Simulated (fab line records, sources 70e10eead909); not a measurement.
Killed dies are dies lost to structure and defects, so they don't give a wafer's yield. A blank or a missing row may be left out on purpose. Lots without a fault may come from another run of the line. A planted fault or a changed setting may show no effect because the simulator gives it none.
A struck lot beside a sound one | flow nand_harc | 15 steps out of a route of 1159
Sound: wafers L463.3, L463.4, L463.5. Struck: wafer L468.1. (L468.2 of the same lot was not struck and is left out.) The cause comes at the end.
At each step with rows: each side's tool, then ch and its chambers, then its first start. Under that, the readings that differ: sound wafers | struck wafers | difference of the means | sigmas: that difference in standard deviations of wafers without a fault.
alike: readings whose means differ by less than 2 such deviations, and words and numbers that are the same on both sides. not compared: withheld readings, readings that some wafer has no value for, bounds like >300 that may hide the same value, and numbers for which the record gives no deviation and whose values overlap.
The two part at a step that has a row with sigmas, a row that says differs or no value, or rows on one side only. Numbers that don't overlap but have no deviation are shown without sigmas and don't part them. A reading that every wafer of one side lacks parts them only if that side has two wafers or more.

first, 6 steps without rows for these wafers: NHARC_A_CONTACT_COAT_02 (resist thk 90 nm); NHARC_A_CONTACT_SOFTBAKE_03 (time 55 s); NHARC_A_CONTACT_EBR_04; NHARC_A_CONTACT_EXPOSE_05 (exposes mask A CC); NHARC_A_CONTACT_PEB_06 (peb time 65 s); NHARC_A_CONTACT_DEVELOP_07 (develop time 35 s).
NHARC_A_CONTACT_CD_MEAS_08: target cd 100 nm.
  sound on cd_sem-01 ch 0, day 17 00:23; struck on cd_sem-02 ch 0, day 18 05:52
  alike: cd_nm
NHARC_A_CONTACT_OVL_MEAS_09:
  sound on overlay-01, day 17 00:28; struck on overlay-02, day 18 05:58
  reading           | sound       | struck | difference | sigmas
  overlay_y_nm (nm) | 0.4 0.3 0.2 | 2.0    | +1.7       | +2
  alike: overlay_x_nm
NHARC_A_CONTACT_INSPECT_10:
  sound on defect_inspect-02, day 17 00:31; struck on defect_inspect-01, day 18 06:00
  reading          | sound    | struck | difference | sigmas
  raw_defect_count | 32 33 31 | 11     | -21        | -2
NHARC_A_CONTACT_DESCUM_13: chemistry O2, time 3 s.
  sound on rie_diel-03 ch 1,3, day 17 00:35; struck on rie_diel-03 ch 1, day 18 06:11
  alike: drypump_motor_current_A, oes_product_au, rf_vpp_V, showerhead_plenum_p_Torr, throttle_valve_pct
  not compared: rf_hours_counter_h
NHARC_A_CONTACT_ETCH_88: etches the open film in CF4, target depth 39 nm, time 65 s.
  sound on rie_diel-03 ch 1,2, day 17 00:40; struck on rie_diel-03 ch 3, day 18 06:16
  alike: drypump_motor_current_A, oes_product_au, rf_vpp_V, run_length_s, showerhead_plenum_p_Torr, throttle_valve_pct
  not compared: rf_hours_counter_h
NHARC_A_CONTACT_ETCH_89: etches the open film in N2/H2, target depth 260 nm, time 475.3 s.
  sound on rie_diel-03 ch 1,3; struck on rie_diel-03 ch 2
  reading               | sound             | struck | difference | sigmas
  oes_product_au (a.u.) | 0.996 0.986 1.006 | 1.022  | +0.026     | +3
  alike: drypump_motor_current_A, rf_vpp_V, run_length_s, showerhead_plenum_p_Torr, throttle_valve_pct
  not compared: rf_hours_counter_h
NHARC_A_CONTACT_ETCH_30: etches the open film in CF4/CHF3, target depth 60.5 nm, time 30.2 s.
  sound on rie_diel-03 ch 0,2,3, day 17 01:06; struck on rie_diel-03 ch 3, day 18 06:43
  reading               | sound             | struck | difference | sigmas
  oes_product_au (a.u.) | 0.925 0.926 0.928 | 0.990  | +0.064     | +3
  run_length_s (s)      | 52.8 52.2 52.0    | 44.4   | -7.9       | -13
  alike: drypump_motor_current_A, rf_vpp_V, showerhead_plenum_p_Torr, throttle_valve_pct
  not compared: rf_hours_counter_h
NHARC_A_CONTACT_ETCH_31: etches the open film in O2/COS, target depth 2000 nm, time 520 s.
  sound on rie_diel-03 ch 0,2,3; struck on rie_diel-03 ch 1
  alike: drypump_motor_current_A, oes_product_au, rf_vpp_V, run_length_s, showerhead_plenum_p_Torr, throttle_valve_pct
  not compared: rf_hours_counter_h
-- the record jumps here: 4 days lie between the struck wafers' starts before and after (it left off in module A_CONTACT and takes up again in module END, whose first step shown is number 1159 of the route) --
NHARC_END_SORT_01:
  the record has rows for the struck wafers here (prober-02 ch 0, day 21 23:16) and none for the sound ones

WHERE THEY PART
First at NHARC_A_CONTACT_OVL_MEAS_09; last, within this record, at NHARC_END_SORT_01.

WHY: what the simulator had put in
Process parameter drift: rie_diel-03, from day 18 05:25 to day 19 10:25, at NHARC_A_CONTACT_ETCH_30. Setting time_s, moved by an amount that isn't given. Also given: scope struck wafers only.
